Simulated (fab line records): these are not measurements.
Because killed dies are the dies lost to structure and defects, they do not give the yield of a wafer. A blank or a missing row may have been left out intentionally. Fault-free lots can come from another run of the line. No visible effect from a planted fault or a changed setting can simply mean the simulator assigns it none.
Which of the tools did it? | flow nand-harc | 24 lots, 72 wafers sampled, at 6 steps of a route of 1302

## WHAT THE GAUGES READ, wafer by wafer
No reading from a measuring or inspecting step in the record can be judged against a usual standard deviation.

## WHICH TOOL RAN EACH LOT (tool, then ch and the chambers of the sampled wafers, then the start)
lot  | NHARC_A_STAIRCASE_CMP_152     | NHARC_A_SGD_CUT_CMP_21        | NHARC_A_SLIT_ETCH_17             | NHARC_A_SLIT_ETCH_26             | NHARC_A_WL_FILL_CVD_20                   | NHARC_A_CONTACT_DEP_29
L075 | cmp-04 ch 0,1,3, day 19 16:43 | cmp-01 ch 1,2,3, day 20 02:20 | har-etch-02 ch 0,1, day 20 11:53 | har-etch-02 ch 0,1, day 20 14:58 | cvd-w-01 ch 0,1, day 22 01:39 or earlier | pecvd-03 ch 0,1,2, day 22 01:39
L077 | cmp-04 ch 0,1, day 20 01:13   | cmp-02 ch 0,3, day 20 10:01   | har-etch-01 ch 0,1, day 20 17:38 | har-etch-01 ch 0,1, day 20 20:41 | cvd-w-02 ch 0,1, day 22 06:57 or earlier | pecvd-04 ch 0,1,2, day 22 06:57
L074 | cmp-02 ch 1,2, day 20 01:27   | cmp-04 ch 0,1, day 20 09:59   | har-etch-02 ch 0,1, day 20 19:22 | har-etch-02 ch 0,1, day 20 21:15 | cvd-w-01 ch 0,1, day 22 06:42 or earlier | pecvd-03 ch 0,1,2, day 22 06:42
L076 | cmp-04 ch 0,1,3, day 20 02:19 | cmp-01 ch 2,3, day 20 09:59   | har-etch-01 ch 0,1, day 20 20:50 | har-etch-01 ch 0,1, day 21 00:26 | cvd-w-01 ch 1, day 22 08:53 or earlier   | pecvd-03 ch 0,1,2, day 22 08:53
L079 | cmp-03 ch 1,2, day 20 16:00   | cmp-04 ch 0,2, day 21 00:29   | har-etch-01 ch 1, day 21 08:58   | har-etch-01 ch 1, day 21 12:37   | cvd-w-01 ch 0,1, day 22 23:15 or earlier | pecvd-03 ch 0,1, day 22 23:15
L078 | cmp-02 ch 0,2,3, day 20 16:18 | cmp-02 ch 0,1,2, day 21 00:29 | har-etch-02 ch 0,1, day 21 10:28 | har-etch-02 ch 0,1, day 21 13:31 | cvd-w-02 ch 0,1, day 22 22:45 or earlier | pecvd-02 ch 0,2, day 22 22:45
L080 | cmp-02 ch 0,1, day 21 10:59   | cmp-04 ch 0,1,3, day 21 21:53 | har-etch-01 ch 0,1, day 22 06:54 | har-etch-01 ch 0,1, day 22 08:47 | cvd-w-02 ch 0,1, day 23 19:19 or earlier | pecvd-03 ch 0,1,2, day 23 19:19
L081 | cmp-03 ch 1,3, day 22 10:04   | cmp-02 ch 0,1, day 22 18:32   | har-etch-01 ch 0,1, day 23 08:04 | har-etch-01 ch 0,1, day 23 10:34 | cvd-w-01 ch 0,1, day 24 17:26 or earlier | pecvd-03 ch 0,2, day 24 17:26
L082 | cmp-03 ch 0,3, day 23 00:09   | cmp-01 ch 0,2,3, day 23 09:38 | har-etch-02 ch 0,1, day 23 18:32 | har-etch-02 ch 0,1, day 23 21:35 | cvd-w-01 ch 0,1, day 25 03:39 or earlier | pecvd-03 ch 0,1,2, day 25 03:39
L083 | cmp-04 ch 2,3, day 23 00:35   | cmp-04 ch 1,2,3, day 23 09:38 | har-etch-01 ch 0,1, day 23 16:38 | har-etch-01 ch 0,1, day 23 20:16 | cvd-w-02 ch 0,1, day 25 03:42 or earlier | pecvd-02 ch 0,1, day 25 03:42
L085 | cmp-04 ch 0,1,3, day 23 14:38 | cmp-01 ch 0,1, day 23 23:34   | har-etch-01 ch 0, day 24 10:02   | har-etch-01 ch 0, day 24 15:00   | cvd-w-01 ch 0,1, day 26 01:57 or earlier | pecvd-03 ch 0,1, day 26 01:57
L084 | cmp-03 ch 0,1,2, day 23 15:14 | cmp-02 ch 0,3, day 23 23:32   | har-etch-02 ch 0,1, day 24 10:47 | har-etch-02 ch 0,1, day 24 14:23 | cvd-w-02 ch 0,1, day 26 01:08 or earlier | pecvd-03 ch 0,1,2, day 26 01:08
L086 | cmp-03 ch 1,2,3, day 23 17:42 | cmp-04 ch 0,2,3, day 23 23:32 | har-etch-02 ch 0,1, day 24 06:44 | har-etch-02 ch 0,1, day 24 10:20 | cvd-w-02 ch 0, day 25 20:53 or earlier   | pecvd-03 ch 0,2, day 25 20:53
L087 | cmp-02 ch 1,2, day 24 23:47   | cmp-04 ch 0,1,2, day 25 09:33 | har-etch-01 ch 0,1, day 25 16:50 | har-etch-01 ch 0,1, day 25 20:32 | cvd-w-02 ch 0,1, day 27 07:19 or earlier | pecvd-02 ch 1,2, day 27 07:19
L088 | cmp-04 ch 0,1,3, day 25 17:41 | cmp-01 ch 0,1,3, day 26 02:26 | har-etch-02 ch 0,1, day 26 16:39 | har-etch-02 ch 0,1, day 26 20:16 | cvd-w-02 ch 0,1, day 28 04:07 or earlier | pecvd-02 ch 0,1,2, day 28 04:07
L089 | cmp-02 ch 0,1,2, day 25 17:58 | cmp-02 ch 1,2,3, day 26 02:26 | har-etch-01 ch 0,1, day 26 12:56 | har-etch-01 ch 0,1, day 26 16:34 | cvd-w-01 ch 0,1, day 27 23:53 or earlier | pecvd-04 ch 1,2, day 27 23:53
L090 | cmp-03 ch 1,2,3, day 25 20:34 | cmp-02 ch 0,1,3, day 26 05:54 | har-etch-01 ch 0,1, day 26 20:26 | har-etch-01 ch 0,1, day 27 00:05 | cvd-w-01 ch 0,1, day 28 08:17 or earlier | pecvd-04 ch 0,2, day 28 08:17
L094 | cmp-03 ch 0,2,3, day 26 19:37 | cmp-01 ch 0,1,3, day 27 05:55 | har-etch-01 ch 0,1, day 27 17:50 | har-etch-01 ch 0,1, day 27 20:20 | cvd-w-02 ch 1, day 29 01:17 or earlier   | pecvd-03 ch 0,1, day 29 01:17
L093 | cmp-04 ch 0,1,2, day 26 19:55 | cmp-01 ch 1,3, day 27 05:43   | har-etch-02 ch 0,1, day 27 13:25 | har-etch-02 ch 0,1, day 27 17:06 | cvd-w-01 ch 0,1, day 29 00:54 or earlier | pecvd-02 ch 0,1, day 29 00:54
L092 | cmp-03 ch 0,1,2, day 26 20:35 | cmp-04 ch 1,2,3, day 27 05:43 | har-etch-01 ch 0,1, day 27 13:25 | har-etch-01 ch 0,1, day 27 16:27 | cvd-w-01 ch 0,1, day 29 06:58 or earlier | pecvd-03 ch 0,1,2, day 29 06:58
L091 | cmp-04 ch 1,2,3, day 26 22:31 | cmp-04 ch 0,1,2, day 27 05:55 | har-etch-01 ch 0,1, day 27 21:40 | har-etch-01 ch 0,1, day 28 00:10 | cvd-w-02 ch 0,1, day 29 10:55 or earlier | pecvd-02 ch 0,2, day 29 10:55
L095 | cmp-03 ch 0,1, day 27 23:54   | cmp-02 ch 2,3, day 28 09:21   | har-etch-02 ch 0,1, day 28 21:41 | har-etch-02 ch 0,1, day 28 23:35 | cvd-w-02 ch 0,1, day 30 07:10 or earlier | pecvd-02 ch 0,1,2, day 30 07:10
L096 | cmp-02 ch 2,3, day 29 00:06   | cmp-01 ch 1,3, day 29 08:49   | har-etch-01 ch 0,1, day 29 21:34 | har-etch-01 ch 0,1, day 30 00:04 | cvd-w-02 ch 1, day 31 07:22 or earlier   | pecvd-02 ch 0,1, day 31 07:22
L097 | cmp-04 ch 0,1, day 29 01:48   | cmp-04 ch 1,2,3, day 29 08:47 | har-etch-01 ch 0, day 29 16:32   | har-etch-01 ch 0, day 29 20:09   | cvd-w-02 ch 0,1, day 31 04:05 or earlier | pecvd-03 ch 1,2, day 31 04:05
- NHARC_A_STAIRCASE_CMP_152: polishes.
- NHARC_A_SGD_CUT_CMP_21: polishes, target thk 148.19 nm.
- NHARC_A_SLIT_ETCH_17: etches the open film in C4F8/O2/Ar, time 4254.5 s, target depth 20300 nm.
- NHARC_A_SLIT_ETCH_26: etches the open film in C4F8/O2/Ar, time 90 s, target depth 400 nm.
- NHARC_A_WL_FILL_CVD_20: deposits W, target thk 100 nm, time 74 s.
- NHARC_A_CONTACT_DEP_29: deposits SiON, target thk 100 nm.

## AS READ BY THE TOOLS THEMSELVES (means over the sampled wafers that have a number; for cases with no such wafer, the mark the record gives instead)
NHARC_A_STAIRCASE_CMP_152. Usual: motor-current-A 11.8 A, standard deviation 1; slurry-filter-dp-kPa 13.50 kPa, standard deviation 0.14.
lot  | tool   | motor-current-A (A) | slurry-filter-dp-kPa (kPa) | flag
L075 | cmp-04 | 11.1                | 13.57                      |
L077 | cmp-04 | 10.6                | 13.53                      |
L074 | cmp-02 | 10.8                | 13.57                      |
L076 | cmp-04 | 11.1                | 13.52                      |
L079 | cmp-03 | 12.7                | 13.52                      |
L078 | cmp-02 | 12.2                | 13.32                      |
L080 | cmp-02 | 12.5                | 13.46                      |
L081 | cmp-03 | 12.4                | 13.42                      |
L082 | cmp-03 | 11.8                | 13.53                      |
L083 | cmp-04 | 12.4                | 13.39                      |
L085 | cmp-04 | 11.4                | 13.54                      |
L084 | cmp-03 | 11.9                | 13.50                      |
L086 | cmp-03 | 12.4                | 13.57                      |
L087 | cmp-02 | 11.2                | 13.54                      |
L088 | cmp-04 | 11.1                | 13.53                      |
L089 | cmp-02 | 11.6                | 13.54                      |
L090 | cmp-03 | 12.0                | 13.57                      |
L094 | cmp-03 | 11.2                | 13.56                      |
L093 | cmp-04 | 11.8                | 13.55                      |
L092 | cmp-03 | 12.1                | 13.48                      |
L091 | cmp-04 | 11.6                | 13.54                      |
L095 | cmp-03 | 12.0                | 13.47                      |
L096 | cmp-02 | 11.3                | 13.46                      |
L097 | cmp-04 | 11.4                | 13.51                      |

NHARC_A_SGD_CUT_CMP_21. Usual: motor-current-A 11.9 A, standard deviation 1.1; slurry-filter-dp-kPa 13.50 kPa, standard deviation 0.14; time-to-endpoint-s 52.1 s, standard deviation 2.9.
lot  | tool   | motor-current-A (A) | slurry-filter-dp-kPa (kPa) | time-to-endpoint-s (s) | flag
L075 | cmp-01 | 11.6                | 13.52                      | 51.4                   |
L077 | cmp-02 | 12.9                | 13.45                      | 51.7                   |
L074 | cmp-04 | 11.2                | 13.52                      | 49.3                   |
L076 | cmp-01 | 12.4                | 13.42                      | 48.5                   |
L079 | cmp-04 | 12.1                | 13.52                      | 53.7                   |
L078 | cmp-02 | 11.5                | 13.46                      | 46.1                   |
L080 | cmp-04 | 11.1                | 13.60                      | 48.0                   |
L081 | cmp-02 | 12.6                | 13.63                      | 50.6                   |
L082 | cmp-01 | 12.5                | 13.55                      | 52.6                   |
L083 | cmp-04 | 11.8                | 13.60                      | 54.2                   |
L085 | cmp-01 | 11.4                | 13.56                      | 58.9                   |
L084 | cmp-02 | 12.4                | 13.46                      | 51.0                   |
L086 | cmp-04 | 11.8                | 13.43                      | 51.7                   |
L087 | cmp-04 | 11.8                | 13.45                      | 50.8                   |
L088 | cmp-01 | 11.7                | 13.59                      | 52.6                   |
L089 | cmp-02 | 11.3                | 13.43                      | 52.4                   |
L090 | cmp-02 | 12.7                | 13.47                      | 50.0                   |
L094 | cmp-01 | 11.4                | 13.34                      | 53.2                   |
L093 | cmp-01 | 11.3                | 13.44                      | 53.7                   |
L092 | cmp-04 | 11.5                | 13.46                      | 53.6                   |
L091 | cmp-04 | 11.3                | 13.48                      | 49.7                   |
L095 | cmp-02 | 12.1                | 13.46                      | 52.3                   |
L096 | cmp-01 | 11.5                | 13.46                      | 52.7                   |
L097 | cmp-04 | 11.7                | 13.56                      | 49.8                   |

NHARC_A_SLIT_ETCH_17. Usual: drypump-motor-current-A 5.5 A, standard deviation 0.58; mfc-ar-sccm 375.1 sccm, standard deviation 1.1; showerhead-plenum-p-Torr 3.57 Torr, standard deviation 0.075; throttle-valve-pct 32.045 %, standard deviation 0.0097.
lot  | tool        | drypump-motor-current-A (A) | mfc-ar-sccm (sccm) | showerhead-plenum-p-Torr (Torr) | throttle-valve-pct (%) | flag
L075 | har-etch-02 | 5.4                         | 375.3              | 3.69                            | 32.050                 |
L077 | har-etch-01 | 5.3                         | 375.5              | 3.55                            | 32.040                 |
L074 | har-etch-02 | 5.9                         | 374.7              | 3.70                            | 32.036                 |
L076 | har-etch-01 | 5.2                         | 375.1              | 3.55                            | 32.047                 |
L079 | har-etch-01 | 5.0                         | 375.5              | 3.53                            | 32.041                 |
L078 | har-etch-02 | 5.9                         | 375.2              | 3.69                            | 32.052                 |
L080 | har-etch-01 | 5.6                         | 374.2              | 3.53                            | 32.054                 |
L081 | har-etch-01 | 5.6                         | 374.7              | 3.53                            | 32.058                 |
L082 | har-etch-02 | 5.4                         | 375.5              | 3.67                            | 32.042                 |
L083 | har-etch-01 | 5.3                         | 374.5              | 3.52                            | 32.043                 |
L085 | har-etch-01 | 5.9                         | 375.5              | 3.53                            | 32.043                 |
L084 | har-etch-02 | 5.4                         | 374.5              | 3.66                            | 32.043                 |
L086 | har-etch-02 | 5.4                         | 375.2              | 3.66                            | 32.038                 |
L087 | har-etch-01 | 5.6                         | 374.4              | 3.52                            | 32.051                 |
L088 | har-etch-02 | 5.9                         | 375.6              | 3.65                            | 32.038                 |
L089 | har-etch-01 | 5.6                         | 374.4              | 3.51                            | 32.045                 |
L090 | har-etch-01 | 5.3                         | 373.7              | 3.50                            | 32.036                 |
L094 | har-etch-01 | 5.6                         | 375.0              | 3.50                            | 32.048                 |
L093 | har-etch-02 | 5.4                         | 376.4              | 3.64                            | 32.041                 |
L092 | har-etch-01 | 5.3                         | 375.8              | 3.50                            | 32.045                 |
L091 | har-etch-01 | 5.6                         | 376.1              | 3.50                            | 32.048                 |
L095 | har-etch-02 | 5.4                         | 376.1              | 3.62                            | 32.044                 |
L096 | har-etch-01 | 5.3                         | 374.0              | 3.48                            | 32.054                 |
L097 | har-etch-01 | 5.9                         | 374.6              | 3.49                            | 32.050                 |

NHARC_A_SLIT_ETCH_26. Usual: bias-v 401 V, standard deviation 3.8; drypump-motor-current-A 5.5 A, standard deviation 0.58; mfc-ar-sccm 374.8 sccm, standard deviation 1.1; showerhead-plenum-p-Torr 3.60 Torr, standard deviation 0.077; throttle-valve-pct 27.620 %, standard deviation 0.0089.
lot  | tool        | bias-v (V) | drypump-motor-current-A (A) | mfc-ar-sccm (sccm) | showerhead-plenum-p-Torr (Torr) | throttle-valve-pct (%) | flag
L075 | har-etch-02 | 402        | 5.4                         | 376.3              | 3.72                            | 27.619                 |
L077 | har-etch-01 | 403        | 5.3                         | 374.8              | 3.57                            | 27.621                 |
L074 | har-etch-02 | 400        | 5.9                         | 376.2              | 3.73                            | 27.616                 |
L076 | har-etch-01 | 401        | 5.3                         | 375.5              | 3.57                            | 27.617                 |
L079 | har-etch-01 | 404        | 5.0                         | 374.6              | 3.56                            | 27.619                 |
L078 | har-etch-02 | 395        | 5.9                         | 374.6              | 3.72                            | 27.621                 |
L080 | har-etch-01 | 396        | 5.6                         | 374.6              | 3.56                            | 27.622                 |
L081 | har-etch-01 | 405        | 5.6                         | 374.1              | 3.55                            | 27.615                 |
L082 | har-etch-02 | 400        | 5.4                         | 375.3              | 3.70                            | 27.622                 |
L083 | har-etch-01 | 400        | 5.3                         | 373.9              | 3.55                            | 27.615                 |
L085 | har-etch-01 | 405        | 5.9                         | 374.5              | 3.55                            | 27.613                 |
L084 | har-etch-02 | 406        | 5.4                         | 374.7              | 3.69                            | 27.619                 |
L086 | har-etch-02 | 398        | 5.4                         | 374.0              | 3.69                            | 27.626                 |
L087 | har-etch-01 | 400        | 5.6                         | 374.2              | 3.54                            | 27.623                 |
L088 | har-etch-02 | 400        | 5.8                         | 374.8              | 3.68                            | 27.624                 |
L089 | har-etch-01 | 399        | 5.6                         | 375.1              | 3.54                            | 27.620                 |
L090 | har-etch-01 | 400        | 5.2                         | 374.4              | 3.53                            | 27.617                 |
L094 | har-etch-01 | 402        | 5.6                         | 374.1              | 3.53                            | 27.622                 |
L093 | har-etch-02 | 399        | 5.4                         | 376.0              | 3.67                            | 27.620                 |
L092 | har-etch-01 | 399        | 5.3                         | 374.9              | 3.52                            | 27.628                 |
L091 | har-etch-01 | 404        | 5.6                         | 374.5              | 3.53                            | 27.617                 |
L095 | har-etch-02 | 399        | 5.4                         | 374.3              | 3.65                            | 27.624                 |
L096 | har-etch-01 | 404        | 5.3                         | 375.0              | 3.51                            | 27.617                 |
L097 | har-etch-01 | 400        | 5.9                         | 375.0              | 3.52                            | 27.614                 |

NHARC_A_WL_FILL_CVD_20. Usual: heater-power-w 784 W, standard deviation 54; mfc-ar-sccm 1560 sccm, standard deviation 4.6; throttle-valve-pct 8.16 %, standard deviation 0.26.
lot  | tool     | heater-power-w (W) | mfc-ar-sccm (sccm) | throttle-valve-pct (%) | flag
L075 | cvd-w-01 | 833                | 1559               | 8.02                   |
L077 | cvd-w-02 | 774                | 1559               | 7.93                   |
L074 | cvd-w-01 | 782                | 1558               | 8.38                   |
L076 | cvd-w-01 | 862                | 1558               | 8.07                   |
L079 | cvd-w-01 | 823                | 1566               | 8.17                   |
L078 | cvd-w-02 | 776                | 1554               | 8.09                   |
L080 | cvd-w-02 | 773                | 1563               | 8.18                   |
L081 | cvd-w-01 | 821                | 1560               | 8.02                   |
L082 | cvd-w-01 | 806                | 1561               | 8.18                   |
L083 | cvd-w-02 | 774                | 1558               | 8.09                   |
L085 | cvd-w-01 | 767                | 1562               | 8.31                   |
L084 | cvd-w-02 | 777                | 1561               | 8.16                   |
L086 | cvd-w-02 | 762                | 1566               | 8.16                   |
L087 | cvd-w-02 | 787                | 1560               | 8.09                   |
L088 | cvd-w-02 | 783                | 1552               | 8.07                   |
L089 | cvd-w-01 | 815                | 1565               | 8.12                   |
L090 | cvd-w-01 | 813                | 1563               | 8.00                   |
L094 | cvd-w-02 | 785                | 1557               | 8.05                   |
L093 | cvd-w-01 | 766                | 1558               | 8.26                   |
L092 | cvd-w-01 | 826                | 1561               | 8.14                   |
L091 | cvd-w-02 | 774                | 1562               | 8.15                   |
L095 | cvd-w-02 | 761                | 1565               | 8.14                   |
L096 | cvd-w-02 | 777                | 1554               | 8.20                   |
L097 | cvd-w-02 | 776                | 1559               | 8.11                   |

NHARC_A_CONTACT_DEP_29. Usual: 703 W for heater-power-w, sd 66.
lot  | tool     | heater-power-w (W) | flag
L075 | pecvd-03 | 736                |
L077 | pecvd-04 | 721                |
L074 | pecvd-03 | 689                |
L076 | pecvd-03 | 684                |
L079 | pecvd-03 | 713                |
L078 | pecvd-02 | 723                |
L080 | pecvd-03 | 726                |
L081 | pecvd-03 | 696                |
L082 | pecvd-03 | 682                |
L083 | pecvd-02 | 653                |
L085 | pecvd-03 | 631                |
L084 | pecvd-03 | 673                |
L086 | pecvd-03 | 685                |
L087 | pecvd-02 | 703                |
L088 | pecvd-02 | 722                |
L089 | pecvd-04 | 725                |
L090 | pecvd-04 | 785                |
L094 | pecvd-03 | 708                |
L093 | pecvd-02 | 643                |
L092 | pecvd-03 | 683                |
L091 | pecvd-02 | 717                |
L095 | pecvd-02 | 732                |
L096 | pecvd-02 | 624                |
L097 | pecvd-03 | 706                |

## THE ANSWER, worked out from the rows above alone
Rule: a lot is off if the mean of its wafers that have a number lies more than 3 standard deviations from the usual mean. A lot without any number at a reading at which 4 lots or more have one is off too. The other lots that the step has rows for count as sound. The gauges are gone through in route order, then the tools' own readings, and for those a lot's mean is taken as printed above. The first step at which some lot is off is used, and at that step the reading that is off furthest; a lot without a number counts as furthest.
Across all readings shown, no lot is off: no conclusion can be drawn from this.

## WHAT THE SIMULATOR HAD INSERTED
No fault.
